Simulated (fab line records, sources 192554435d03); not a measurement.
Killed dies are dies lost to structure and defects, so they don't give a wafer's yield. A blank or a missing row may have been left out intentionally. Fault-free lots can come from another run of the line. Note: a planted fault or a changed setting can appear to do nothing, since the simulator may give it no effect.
fab line records + flow n5-finfet
record:
- lots: 9
- wafers: 26
- last-day: 19
route steps=1938 shown BEOL_M3@967 BEOL_M4@1111
lots with no fault: from the same line, run without faults
start-h: hours from the record's opening day to when the first of the lot's shown wafers began + wait-h: hours since the lot's step before + " as in the row above + L1.1+2: several wafers, shown together as one row + - no value, or no start was given + * or withheld: withheld + < > ~ a bound
route shown NAME@n: names a module that has steps shown in the file, with the first one's number in the route + usual: the fault-free wafers' mean and standard deviation + same: alike in all rows + chamber/n: place in a boat + sites: readings site by site + _std_site: standard deviation of those values + _edge_site: inner sites' mean taken away from outer sites' mean + radius-mm: how far each site lies from the wafer's centre + mask NAME#n: copy n + behind: tool/chamber where the wafer was last shaped + hold: why the lot was held/for how many hours/how that ended + device: transistor that didn't switch, given as n, p or np + end of line: at the end of the route, the tests of the same wafers + for a step that has no rows: nothing shown but its recipe + killed: not the wafer's yield, but the dies lost to structure and defects at the first sort + map: a wafer's dies, marking killed ones x, the rest . and places with no die _
set.NAME: the setting that was run; set.NAME@STEP: the one run at that earlier step + model.NAME: the simulator's own value behind a step, which no gauge read
a sample of lots followed through the steps of the route, with each step as a table and each wafer as a row
services: from which hour (start-h, from the record's first day; less than 0 if before it) a tool's chamber was out of use, for how many hours, and why
== steps ==
step: N5_BEOL_M3_OVL_MEAS_29
recipe:
- points-per-wafer: 522
usual:
- V2_OVL: -0.6/0.63
| lot.wafer | tool       | chamber | start-h | wait-h | V2_OVL[nm] |
|-----------|------------|---------|---------|--------|------------|
| L590.1    | overlay-02 | 0       | 163.78  | 0.0    | -1.3       |
| L590.2    | "          | 0       | "       | "      | -0.5       |
| L590.3    | "          | 0       | "       | "      | -0.8       |
| L589.3    | overlay-02 | 0       | 165.95  | 0.0    | -0.3       |
| L589.4    | "          | 0       | "       | "      | -0.7       |
| L589.6    | "          | 0       | "       | "      | -0.4       |
| L592.1    | overlay-02 | 0       | 179.62  | 0.0    | 0.0        |
| L592.3    | "          | 0       | "       | "      | -0.8       |
| L592.4    | "          | 0       | "       | "      | -0.7       |
| L596.2    | overlay-02 | 0       | 210.91  | 0.0    | -0.8       |
| L596.5    | "          | 0       | "       | "      | -0.9       |
| L596.6    | "          | 0       | "       | "      | -1.2       |
| L597.1    | overlay-01 | 0       | 229.13  | 0.0    | -0.7       |
| L597.3    | "          | 0       | "       | "      | -0.9       |
| L597.6    | "          | 0       | "       | "      | -1.7       |
| L603.2    | overlay-01 | 0       | 263.30  | 0.0    | -0.7       |
| L603.6    | "          | 0       | "       | "      | 0.6        |
| L606.2    | overlay-02 | 0       | 280.90  | 0.0    | 0.4        |
| L606.4    | "          | 0       | "       | "      | 0.0        |
| L606.6    | "          | 0       | "       | "      | -0.5       |
| L608.1    | overlay-01 | 0       | 296.57  | 0.0    | -0.3       |
| L608.2    | "          | 0       | "       | "      | -0.2       |
| L608.4    | "          | 0       | "       | "      | 0.3        |
| L609.2    | overlay-01 | 0       | 303.24  | 0.0    | -0.7       |
| L609.5    | "          | 0       | "       | "      | -0.5       |
| L609.6    | "          | 0       | "       | "      | -1.5       |
step: N5_BEOL_M3_ETCH_70
recipe:
- chemistry: N2/H2
- target: SOC
- target-depth-a: 800
- overetch-a: 160
- mask-material: SiARC
- temp-c: 40
- time-s: 120
- ion-energy-ev: 200
- pressure-mtorr: 30
- source-w: 840
- bias-w: 150
- n2-flow-sccm: 200
- h2-flow-sccm: 200
usual:
- chamber-pressure-mTorr: 30.002/0.023
- drypump-motor-current-A: 5.5/0.36
- oes-product-au: 0.62/0.062
- rf-vpp-V: 523.6/2
- run-length-s: 143.4/0.33
- showerhead-plenum-p-Torr: 2.53/0.069
- temp-c: 39.99/0.1
- throttle-valve-pct: 17.8/0.34
| lot.wafer | tool        | chamber | start-h | wait-h | chamber-pressure-mTorr | drypump-motor-current-A | oes-product-au | rf-hours-counter-h | rf-vpp-V | run-length-s | showerhead-plenum-p-Torr | temp-c | throttle-valve-pct |
|-----------|-------------|---------|---------|--------|------------------------|-------------------------|----------------|--------------------|----------|--------------|--------------------------|--------|--------------------|
| L590.1    | rie-diel-06 | 2       | 187.69  | 0.0    | 30.000                 | 5.3                     | 0.64           | 54                 | 525.1    | 143.7        | 2.58                     | 39.93  | 17.4               |
| L590.2    | "           | 0       | "       | "      | 29.993                 | 5.5                     | 0.56           | 180                | 521.1    | 142.9        | 2.42                     | 39.78  | 18.3               |
| L590.3    | "           | 1       | "       | "      | 29.971                 | 5.8                     | 0.54           | 236                | 522.1    | 143.1        | 2.48                     | 40.03  | 17.6               |
| L589.3    | rie-diel-06 | 0       | 190.52  | 0.0    | 29.990                 | 5.5                     | 0.56           | 181                | 521.6    | 142.8        | 2.42                     | 39.85  | 18.3               |
| L589.4    | "           | 3       | "       | "      | 29.982                 | 4.9                     | 0.56           | 183                | 524.6    | 143.1        | 2.52                     | 39.82  | 17.9               |
| L589.6    | "           | 2       | "       | "      | 30.015                 | 5.4                     | 0.65           | -                  | 525.3    | 143.9        | 2.58                     | 40.00  | 17.4               |
| L592.1    | rie-diel-06 | 0       | 198.78  | 0.0    | 30.018                 | 5.5                     | 0.56           | 183                | 521.1    | 143.1        | 2.42                     | 39.90  | 18.3               |
| L592.3    | "           | 3       | "       | "      | 29.987                 | 4.9                     | 0.56           | 186                | 523.5    | 143.3        | 2.52                     | 40.05  | 17.9               |
| L592.4    | "           | 2       | "       | "      | 29.982                 | 5.3                     | 0.64           | 57                 | 526.0    | 143.4        | 2.58                     | 40.05  | 17.4               |
| L596.2    | rie-diel-06 | 0       | 226.50  | 0.0    | 29.996                 | 5.5                     | 0.55           | 192                | 520.8    | 143.4        | 2.42                     | 39.94  | 18.3               |
| L596.5    | "           | 1       | "       | "      | 30.041                 | 5.8                     | 0.52           | -                  | 522.7    | 142.9        | 2.48                     | 39.92  | 17.7               |
| L596.6    | "           | 0       | "       | "      | 29.982                 | 5.5                     | 0.48           | -                  | 520.8    | 185.3        | 2.42                     | 40.03  | 18.3               |
| L597.1    | rie-diel-06 | 3       | 236.40  | 0.0    | 29.965                 | 4.9                     | 0.48           | 197                | 523.4    | 185.7        | 2.52                     | 40.08  | 17.9               |
| L597.3    | "           | 0       | "       | "      | 30.030                 | 5.5                     | 0.55           | 195                | 520.8    | 143.0        | 2.42                     | 39.95  | 18.4               |
| L597.6    | "           | 0       | "       | "      | 29.962                 | 5.5                     | 0.48           | -                  | 519.9    | 185.5        | 2.42                     | 39.90  | 18.3               |
| L603.2    | rie-diel-06 | 2       | 267.76  | 0.0    | 30.024                 | 5.3                     | 0.62           | 81                 | 524.6    | 143.5        | 2.57                     | 39.94  | 17.4               |
| L603.6    | "           | 1       | "       | "      | 29.970                 | 5.7                     | 0.63           | -                  | 522.3    | 185.6        | 2.47                     | 39.83  | 17.2               |
| L606.2    | rie-diel-01 | 1       | 291.57  | 0.0    | 30.058                 | 5.8                     | 0.57           | 188                | 525.9    | 143.9        | 2.63                     | 39.91  | 18.0               |
| L606.4    | "           | 0       | "       | "      | 30.053                 | 6.4                     | 0.66           | 40                 | 522.0    | 143.4        | 2.45                     | 40.08  | 17.2               |
| L606.6    | "           | 1       | "       | "      | 30.027                 | 5.8                     | 0.57           | -                  | 525.8    | 143.6        | 2.63                     | 40.15  | 18.0               |
| L608.1    | rie-diel-04 | 3       | 297.61  | 0.0    | 30.003                 | 5.2                     | 0.65           | 52                 | 523.1    | 144.3        | 2.50                     | 39.92  | 17.9               |
| L608.2    | "           | 0       | "       | "      | 29.994                 | 5.3                     | 0.69           | 15                 | 526.1    | 143.3        | 2.62                     | 40.07  | 18.1               |
| L608.4    | "           | 3       | "       | "      | 29.970                 | 5.2                     | 0.65           | -                  | 521.2    | 143.8        | 2.50                     | 40.08  | 17.9               |
| L609.2    | rie-diel-04 | 1       | 305.21  | 0.0    | 29.999                 | 5.6                     | 0.68           | 33                 | 525.9    | 143.9        | 2.58                     | 40.06  | 17.7               |
| L609.5    | "           | 3       | "       | "      | 29.999                 | 5.2                     | 0.65           | -                  | 523.4    | 143.5        | 2.50                     | 39.80  | 17.9               |
| L609.6    | "           | 1       | "       | "      | 30.009                 | 5.6                     | 0.69           | -                  | 525.2    | 143.4        | 2.58                     | 40.02  | 17.7               |
step: N5_BEOL_M3_TRENCH_ETCH_37
recipe:
- chemistry: C4F6/O2
- target-depth-a: 555.55
- target: SiOC
- time-s: 29.2
- ion-energy-ev: 250
- pressure-mtorr: 30
- source-w: 355
- bias-w: 185
- Ar_flow_sccm: 300
- C4F6_flow_sccm: 10
- O2_flow_sccm: 10
usual:
- chamber-pressure-mTorr: 30.002/0.026
- drypump-motor-current-A: 5.5/0.36
- oes-product-au: 0.81/0.089
- rf-vpp-V: 661/16
- run-length-s: 52.5/0.33
- showerhead-plenum-p-Torr: 2.83/0.081
- throttle-valve-pct: 20.86/0.28
| lot.wafer | tool        | chamber | start-h | wait-h | chamber-pressure-mTorr | drypump-motor-current-A | oes-product-au | rf-hours-counter-h | rf-vpp-V | run-length-s | showerhead-plenum-p-Torr | throttle-valve-pct |
|-----------|-------------|---------|---------|--------|------------------------|-------------------------|----------------|--------------------|----------|--------------|--------------------------|--------------------|
| L590.1    | rie-diel-06 | 2       | -       | -      | 30.027                 | 5.3                     | 0.84           | 54                 | 672      | 52.7         | 2.90                     | 20.57              |
| L590.2    | "           | 0       | "       | "      | 30.001                 | 5.5                     | 0.73           | 180                | 639      | 52.1         | 2.72                     | 21.25              |
| L590.3    | "           | 1       | "       | "      | 29.996                 | 5.8                     | 0.70           | 236                | 670      | 52.0         | 2.79                     | 20.67              |
| L589.3    | rie-diel-06 | 0       | -       | -      | 30.000                 | 5.5                     | 0.73           | 181                | 638      | 52.1         | 2.72                     | 21.24              |
| L589.4    | "           | 3       | "       | "      | 30.046                 | 4.9                     | 0.73           | 184                | 640      | 52.5         | 2.80                     | 20.82              |
| L589.6    | "           | 2       | "       | "      | 30.028                 | 5.3                     | 0.85           | -                  | 674      | 52.6         | 2.90                     | 20.56              |
| L592.1    | rie-diel-06 | 0       | -       | -      | 29.989                 | 5.5                     | 0.72           | 184                | 640      | 51.9         | 2.72                     | 21.25              |
| L592.3    | "           | 3       | "       | "      | 29.996                 | 4.9                     | 0.73           | 186                | 641      | 52.4         | 2.80                     | 20.83              |
| L592.4    | "           | 2       | "       | "      | 29.987                 | 5.3                     | 0.85           | 57                 | 673      | 52.6         | 2.90                     | 20.57              |
| L596.2    | rie-diel-06 | 0       | -       | -      | 30.066                 | 5.5                     | 0.72           | 192                | 638      | 52.1         | 2.71                     | 21.27              |
| L596.5    | "           | 1       | "       | "      | 29.992                 | 5.7                     | 0.69           | -                  | 670      | 52.1         | 2.78                     | 20.70              |
| L596.6    | "           | 0       | "       | "      | 30.028                 | 5.5                     | 0.72           | -                  | 639      | 52.6         | 2.71                     | 21.25              |
| L597.1    | rie-diel-06 | 3       | -       | -      | 30.016                 | 4.9                     | 0.71           | 197                | 640      | 52.6         | 2.80                     | 20.85              |
| L597.3    | "           | 0       | "       | "      | 29.997                 | 5.5                     | 0.72           | 195                | 638      | 52.4         | 2.71                     | 21.27              |
| L597.6    | "           | 0       | "       | "      | 29.995                 | 5.5                     | 0.71           | -                  | 639      | 52.3         | 2.71                     | 21.27              |
| L603.2    | rie-diel-06 | 2       | -       | -      | 29.972                 | 5.4                     | 0.80           | 81                 | 671      | 52.9         | 2.89                     | 20.59              |
| L603.6    | "           | 1       | "       | "      | 29.985                 | 5.8                     | 0.95           | -                  | 670      | 52.0         | 2.78                     | 20.29              |
| L606.2    | rie-diel-01 | 1       | -       | -      | 29.957                 | 5.8                     | 0.73           | 188                | 679      | 52.8         | 2.96                     | 21.05              |
| L606.4    | "           | 0       | "       | "      | 30.036                 | 6.3                     | 0.87           | 40                 | 664      | 52.5         | 2.77                     | 20.37              |
| L606.6    | "           | 1       | "       | "      | 29.981                 | 5.7                     | 0.72           | -                  | 677      | 53.3         | 2.96                     | 21.03              |
| L608.1    | rie-diel-04 | 3       | -       | -      | 30.037                 | 5.2                     | 0.85           | 52                 | 646      | 52.8         | 2.79                     | 20.85              |
| L608.2    | "           | 0       | "       | "      | 29.993                 | 5.3                     | 0.91           | 15                 | 671      | 52.5         | 2.92                     | 21.07              |
| L608.4    | "           | 3       | "       | "      | 30.027                 | 5.2                     | 0.85           | -                  | 646      | 52.6         | 2.79                     | 20.84              |
| L609.2    | rie-diel-04 | 1       | -       | -      | 29.986                 | 5.6                     | 0.91           | 33                 | 668      | 52.5         | 2.90                     | 20.94              |
| L609.5    | "           | 3       | "       | "      | 29.990                 | 5.2                     | 0.86           | -                  | 646      | 52.8         | 2.79                     | 20.85              |
| L609.6    | "           | 1       | "       | "      | 30.002                 | 5.6                     | 0.91           | -                  | 668      | 53.2         | 2.90                     | 20.94              |
step: N5_BEOL_M3_ETCH_41
recipe:
- chemistry: CH3F/O2
- target: SiCN
- target-depth-a: 299
- taper-deg: 2
- time-s: 52.5
- ion-energy-ev: 120
- mask-material: TiN
- pressure-mtorr: 30
- source-w: 395
- bias-w: 75
- Ar_flow_sccm: 150
- CH3F_flow_sccm: 30
- O2_flow_sccm: 20
usual:
- chamber-pressure-mTorr: 29.999/0.026
- drypump-motor-current-A: 5.5/0.36
- oes-product-au: 0.81/0.089
- rf-vpp-V: 297.1/1.3
- run-length-s: 75.8/0.32
- showerhead-plenum-p-Torr: 1.99/0.059
- throttle-valve-pct: 16.31/0.26
| lot.wafer | tool        | chamber | start-h | wait-h | chamber-pressure-mTorr | drypump-motor-current-A | oes-product-au | rf-hours-counter-h | rf-vpp-V | run-length-s | showerhead-plenum-p-Torr | throttle-valve-pct |
|-----------|-------------|---------|---------|--------|------------------------|-------------------------|----------------|--------------------|----------|--------------|--------------------------|--------------------|
| L590.1    | rie-diel-06 | 2       | -       | -      | 30.020                 | 5.3                     | 0.84           | 54                 | 297.3    | 76.3         | 2.04                     | 16.00              |
| L590.2    | "           | 0       | "       | "      | 29.969                 | 5.5                     | 0.72           | 180                | 295.5    | 75.4         | 1.91                     | 16.70              |
| L590.3    | "           | 1       | "       | "      | 30.011                 | 5.8                     | 0.69           | 236                | 295.8    | 75.4         | 1.96                     | 16.26              |
| L589.3    | rie-diel-06 | 0       | -       | -      | 29.989                 | 5.5                     | 0.72           | 181                | 295.4    | 75.5         | 1.91                     | 16.69              |
| L589.4    | "           | 3       | "       | "      | 29.996                 | 4.9                     | 0.72           | 184                | 296.5    | 75.7         | 1.97                     | 16.36              |
| L589.6    | "           | 2       | "       | "      | 30.009                 | 5.3                     | 0.84           | -                  | 297.9    | 75.8         | 2.04                     | 16.00              |
| L592.1    | rie-diel-06 | 0       | -       | -      | 30.038                 | 5.5                     | 0.72           | 184                | 295.0    | 75.3         | 1.91                     | 16.70              |
| L592.3    | "           | 3       | "       | "      | 29.974                 | 4.9                     | 0.72           | 187                | 297.1    | 75.7         | 1.97                     | 16.38              |
| L592.4    | "           | 2       | "       | "      | 29.978                 | 5.3                     | 0.84           | 57                 | 298.5    | 75.8         | 2.04                     | 16.03              |
| L596.2    | rie-diel-06 | 0       | -       | -      | 29.999                 | 5.5                     | 0.72           | 192                | 294.9    | 75.4         | 1.90                     | 16.72              |
| L596.5    | "           | 1       | "       | "      | 29.970                 | 5.8                     | 0.69           | -                  | 295.7    | 75.7         | 1.96                     | 16.26              |
| L596.6    | "           | 0       | "       | "      | 29.973                 | 5.5                     | 0.72           | -                  | 295.4    | 75.3         | 1.90                     | 16.73              |
| L597.1    | rie-diel-06 | 3       | -       | -      | 30.006                 | 4.9                     | 0.72           | 197                | 296.3    | 75.8         | 1.97                     | 16.39              |
| L597.3    | "           | 0       | "       | "      | 29.988                 | 5.5                     | 0.72           | 196                | 295.3    | 75.4         | 1.90                     | 16.75              |
| L597.6    | "           | 0       | "       | "      | 30.015                 | 5.5                     | 0.72           | -                  | 296.1    | 75.5         | 1.90                     | 16.74              |
| L603.2    | rie-diel-06 | 2       | -       | -      | 29.951                 | 5.3                     | 0.81           | 81                 | 296.5    | 76.0         | 2.03                     | 16.04              |
| L603.6    | "           | 1       | "       | "      | 29.970                 | 5.7                     | 0.97           | -                  | 296.1    | 75.5         | 1.95                     | 15.78              |
| L606.2    | rie-diel-01 | 1       | -       | -      | 30.063                 | 5.8                     | 0.73           | 188                | 300.7    | 76.1         | 2.09                     | 16.48              |
| L606.4    | "           | 0       | "       | "      | 30.030                 | 6.4                     | 0.87           | 41                 | 294.7    | 76.0         | 1.94                     | 15.83              |
| L606.6    | "           | 1       | "       | "      | 29.985                 | 5.8                     | 0.72           | -                  | 297.7    | 76.3         | 2.09                     | 16.48              |
| L608.1    | rie-diel-04 | 3       | -       | -      | 29.979                 | 5.2                     | 0.85           | 52                 | 296.5    | 76.3         | 1.96                     | 16.24              |
| L608.2    | "           | 0       | "       | "      | 30.000                 | 5.3                     | 0.91           | 15                 | 299.1    | 75.9         | 2.05                     | 16.44              |
| L608.4    | "           | 3       | "       | "      | 29.968                 | 5.2                     | 0.86           | -                  | 296.3    | 76.2         | 1.96                     | 16.24              |
| L609.2    | rie-diel-04 | 1       | -       | -      | 30.024                 | 5.6                     | 0.91           | 33                 | 298.3    | 75.6         | 2.04                     | 16.37              |
| L609.5    | "           | 3       | "       | "      | 29.988                 | 5.2                     | 0.86           | -                  | 295.7    | 76.3         | 1.96                     | 16.24              |
| L609.6    | "           | 1       | "       | "      | 30.013                 | 5.6                     | 0.91           | -                  | 296.9    | 76.2         | 2.04                     | 16.37              |
step: N5_BEOL_M4_RC_MEAS_101
usual:
- DIBL_N: 36.1/2.5
- DIBL_P: 36/3.3
- IOFF_N: 0.16/0.046
- IOFF_P: 0.20/0.051
- ION_N: 676/16
- ION_P: 462/11
- SS_N: 71.6/0.87
- SS_P: 73.2/0.86
- VT_N: 251/4.4
- VT_P: -252/4.6
| lot.wafer | tool      | chamber | start-h | wait-h | DIBL_N[mV/V] | DIBL_P[mV/V] | IOFF_N[nA/um] | IOFF_P[nA/um] | ION_N[uA/um] | ION_P[uA/um] | SS_N[mV/dec] | SS_P[mV/dec] | VT_N[mV] | VT_P[mV] |
|-----------|-----------|---------|---------|--------|--------------|--------------|---------------|---------------|--------------|--------------|--------------|--------------|----------|----------|
| L590.1    | prober-02 | 0       | 202.87  | 0.0    | 34.5         | 35           | 0.13          | 0.17          | 677          | 463          | 71.4         | 72.9         | 250      | -253     |
| L590.2    | "         | 0       | "       | "      | 41.0         | 42           | 0.25          | 0.30          | 694          | 463          | 72.8         | 75.3         | 243      | -249     |
| L590.3    | "         | 0       | "       | "      | 35.1         | 36           | 0.14          | 0.18          | 675          | 465          | 71.4         | 73.1         | 250      | -255     |
| L589.3    | prober-02 | 0       | 208.42  | 0.3    | 37.8         | 36           | 0.17          | 0.22          | 690          | 469          | 71.1         | 73.6         | 249      | -248     |
| L589.4    | "         | 0       | "       | "      | 31.4         | 29           | 0.09          | 0.13          | 667          | 461          | 70.0         | 71.8         | 255      | -257     |
| L589.6    | "         | 0       | "       | "      | 38.4         | 35           | 0.17          | 0.19          | 676          | 463          | 71.7         | 72.9         | 253      | -249     |
| L592.1    | prober-01 | 0       | 227.85  | 0.0    | 30.8         | 30           | 0.09          | 0.15          | 661          | 461          | 69.9         | 72.2         | 257      | -253     |
| L592.3    | "         | 0       | "       | "      | 40.7         | 41           | 0.24          | 0.31          | 677          | 462          | 73.5         | 75.1         | 246      | -247     |
| L592.4    | "         | 0       | "       | "      | 33.8         | 34           | 0.12          | 0.19          | 672          | 464          | 71.3         | 72.9         | 254      | -251     |
| L596.2    | prober-01 | 0       | 256.63  | 0.2    | 36.5         | 35           | 0.14          | 0.17          | 668          | 459          | 72.1         | 72.6         | 254      | -255     |
| L596.5    | "         | 0       | "       | "      | 36.9         | 35           | 0.15          | 0.16          | 670          | 453          | 71.8         | 73.1         | 251      | -254     |
| L596.6    | "         | 0       | "       | "      | 40.5         | 39           | 0.22          | 0.22          | 653          | 444          | 72.6         | 74.3         | 250      | -252     |
| L597.1    | prober-02 | 0       | 266.39  | 0.0    | 36.7         | 35           | 0.16          | 0.22          | 694          | 474          | 71.3         | 73.3         | 246      | -247     |
| L597.3    | "         | 0       | "       | "      | 36.9         | 36           | 0.16          | 0.22          | 689          | 472          | 72.2         | 73.1         | 250      | -249     |
| L597.6    | "         | 0       | "       | "      | 33.7         | 34           | 0.12          | 0.19          | 669          | 471          | 71.1         | 72.6         | 254      | -251     |
| L603.2    | prober-02 | 0       | 299.58  | 0.2    | 33.7         | 31           | 0.11          | 0.13          | 662          | 456          | 71.3         | 72.1         | 256      | -256     |
| L603.6    | "         | 0       | "       | "      | 34.4         | 32           | 0.14          | 0.15          | 685          | 461          | 71.9         | 72.2         | 252      | -253     |
| L606.2    | prober-01 | 0       | 313.35  | 0.2    | 35.2         | 35           | 0.13          | 0.20          | 672          | 473          | 71.3         | 72.6         | 253      | -252     |
| L606.4    | "         | 0       | "       | "      | 33.2         | 31           | 0.10          | 0.14          | 647          | 452          | 71.0         | 72.2         | 258      | -257     |
| L606.6    | "         | 0       | "       | "      | 34.9         | 33           | 0.13          | 0.18          | 664          | 461          | 71.7         | 72.7         | 255      | -252     |
| L608.1    | prober-02 | 0       | 335.08  | 0.0    | 38.2         | 38           | 0.19          | 0.24          | 660          | 462          | 72.5         | 73.5         | 248      | -243     |
| L608.2    | "         | 0       | "       | "      | 38.2         | 39           | 0.19          | 0.26          | 679          | 471          | 72.5         | 74.0         | 249      | -247     |
| L608.4    | "         | 0       | "       | "      | 37.5         | 38           | 0.18          | 0.24          | 692          | 474          | 71.3         | 73.4         | 246      | -245     |
| L609.2    | prober-01 | 0       | 338.74  | 0.2    | 40.5         | 40           | 0.22          | 0.27          | 656          | 451          | 73.0         | 73.8         | 252      | -249     |
| L609.5    | "         | 0       | "       | "      | 39.1         | 40           | 0.21          | 0.30          | 690          | 481          | 72.1         | 74.3         | 248      | -245     |
| L609.6    | "         | 0       | "       | "      | 35.2         | 34           | 0.11          | 0.19          | 630          | 447          | 70.9         | 72.7         | 256      | -251     |
== services ==
| tool        | chamber | start-h | hours | kind                          |
|-------------|---------|---------|-------|-------------------------------|
| rie-diel-06 | 0       | 168.69  | 3.0   | repair                        |
| rie-diel-04 | 1       | 202.99  | -     | clean                         |
| rie-diel-04 | 1       | 202.99  | -     | consumable-replace:focus-ring |
| rie-diel-04 | 1       | 202.99  | 23.3  | scheduled-down                |
| rie-diel-04 | 1       | 202.99  | 23.3  | vent-cycle                    |
| rie-diel-01 | 2       | 227.08  | 5.1   | repair                        |
| rie-diel-06 | 1       | 234.66  | -     | clean                         |
| rie-diel-06 | 1       | 234.66  | -     | consumable-replace:focus-ring |
| rie-diel-06 | 1       | 234.66  | 20.9  | scheduled-down                |
| rie-diel-06 | 1       | 234.66  | 20.9  | vent-cycle                    |
| rie-diel-01 | 3       | 236.89  | 6.2   | repair                        |
| rie-diel-04 | 0       | 247.43  | -     | clean                         |
| rie-diel-04 | 0       | 247.43  | -     | consumable-replace:focus-ring |
| rie-diel-04 | 0       | 247.43  | 17.3  | scheduled-down                |
| rie-diel-04 | 0       | 247.43  | 17.3  | vent-cycle                    |
| rie-diel-04 | 2       | 263.90  | 132.0 | repair                        |
| rie-diel-06 | 0       | 275.74  | 19.4  | repair                        |
| rie-diel-04 | 0       | 299.51  | 10.4  | repair                        |
== key ==
first-sign:
- step: N5_BEOL_M3_ETCH_70
- reading: run-length-s
- direction: up
- sigmas: 99+
- usual: *
- struck: *
effect none on later readings
met-at N5_BEOL_M3_ETCH_70
struck-lots L596,L597,L603
struck-wafers L596.6,L597.1,L597.6,L603.6
not-acting-at N5_BEOL_M3_OVL_MEAS_29,N5_BEOL_M3_TRENCH_ETCH_37,N5_BEOL_M3_ETCH_41
onset-between 198.78 226.50
fault:
- kind: process-parameter-drift
- tool: rie-diel-06
- chamber: -
- onset-h: 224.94
- steps: N5_BEOL_M3_ETCH_70
- channel: time-s
- offset: *
- shape: step
- end-h: 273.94
- scope: struck-wafers-only
- acts-in: *
- stated: *
